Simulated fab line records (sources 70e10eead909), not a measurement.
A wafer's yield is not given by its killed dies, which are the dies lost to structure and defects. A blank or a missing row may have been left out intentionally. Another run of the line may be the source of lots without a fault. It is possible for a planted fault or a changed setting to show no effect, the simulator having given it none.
A struck lot beside a sound one || flow nand_harc || 13 out of 1302 route steps
Sound: the wafers L160.1, L160.5, L160.6. The struck wafers were L171.1, L171.4, L171.5. The cause is given at the end.
Each step with rows lists, per side, the tool, then ch with its chambers, then its first start. Under that, the readings that differ: sound wafers || struck wafers || difference of the means || sigmas: that difference in standard deviations of wafers without a fault.
alike: a reading whose means differ by less than 2 such deviations, as well as words and numbers matching on both sides. not compared: withheld readings; readings where some wafer has no value; bounds like >300 that might hide an equal value; numbers whose values overlap and for which the record gives no deviation.
The two part at a step that has a row with sigmas, a row that says differs or no value, or rows on one side only. Non-overlapping numbers with no deviation appear without sigmas and do not part them. A reading that every wafer of one side lacks parts them only if that side has two wafers or more.

first, 4 steps without rows for these wafers: NHARC_A_STAIRCASE_PEB_182 (peb time 130 s); NHARC_A_STAIRCASE_DEVELOP_183 (time 140 s); NHARC_A_STAIRCASE_HARDBAKE_185 (time 140 s); NHARC_A_STAIRCASE_DESCUM_186 (chemistry O2, time 3 s).
NHARC_A_STAIRCASE_TRIM_187: chemistry O2, time 211.2 s.
  sound on rie_diel-04 ch 0,2,3, day 17 09:03; struck on rie_diel-13 ch 1,2, day 22 06:44
  alike: chamber_pressure_mTorr, drypump_motor_current_A, mfc_ar_sccm, oes_product_au, rf_vpp_V, showerhead_plenum_p_Torr, throttle_valve_pct
  not compared: rf_hours_counter_h
then, 1 step without rows for these wafers: NHARC_A_STAIRCASE_ETCH_188 (etches the open film in C4F8/O2, target depth 100 nm, time 40.5 s).
NHARC_A_STAIRCASE_TRIM_189: chemistry O2, time 211.2 s.
  sound on rie_diel-04 ch 0,1,3; struck on rie_diel-13 ch 0,2
  alike: chamber_pressure_mTorr, drypump_motor_current_A, mfc_ar_sccm, oes_product_au, rf_vpp_V, showerhead_plenum_p_Torr, throttle_valve_pct
  not compared: rf_hours_counter_h
NHARC_A_STAIRCASE_ETCH_190: etches the open film in C4F8/O2, target depth 100 nm, time 40.5 s.
  sound on rie_diel-04 ch 1,2,3; struck on rie_diel-13 ch 0,2,3
  alike: bias_w, chamber_pressure_mTorr, oes_product_au, rf_vpp_V
  not compared: rf_hours_counter_h
NHARC_A_STAIRCASE_TRIM_191: chemistry O2, time 211.2 s.
  sound on rie_diel-04 ch 0,2,3; struck on rie_diel-13 ch 0,1
  alike: chamber_pressure_mTorr, drypump_motor_current_A, mfc_ar_sccm, oes_product_au, rf_vpp_V, showerhead_plenum_p_Torr, throttle_valve_pct
  not compared: rf_hours_counter_h
NHARC_A_STAIRCASE_ETCH_192: etches the open film in C4F8/O2, target depth 100 nm, time 40.5 s.
  sound on rie_diel-04 ch 0,1,3; struck on rie_diel-13 ch 1,2
  alike: bias_w, chamber_pressure_mTorr, oes_product_au, rf_vpp_V
  not compared: rf_hours_counter_h
then, 1 step without rows for these wafers: NHARC_A_STAIRCASE_TRIM_193 (chemistry O2, time 211.2 s).
NHARC_A_STAIRCASE_ETCH_194: etches the open film in C4F8/O2, target depth 100 nm, time 40.5 s.
  sound on rie_diel-04 ch 0,1,3, day 17 10:07; struck on rie_diel-13 ch 0,1,2, day 22 07:35
  no value came back on the struck wafers for bias_w (W), chamber_pressure_mTorr (mTorr), oes_product_au (a.u.), rf_vpp_V (V); on the sound wafers bias_w (W) reads 996.5 999.2 1004.7
  not compared: rf_hours_counter_h
-- break in the record here, with 8 days between the starts of the struck wafers on either side (left off in module A_STAIRCASE, picked up again in module END, where the first step shown is number 1302 on the route) --
NHARC_END_SORT_01:
  here the record holds rows for the struck wafers (prober-02 ch 0, day 30 18:41) but none for the sound ones

WHERE THEY PART
First at NHARC_A_STAIRCASE_ETCH_194; last, within this record, at NHARC_END_SORT_01.

WHY: what had been put in by the simulator
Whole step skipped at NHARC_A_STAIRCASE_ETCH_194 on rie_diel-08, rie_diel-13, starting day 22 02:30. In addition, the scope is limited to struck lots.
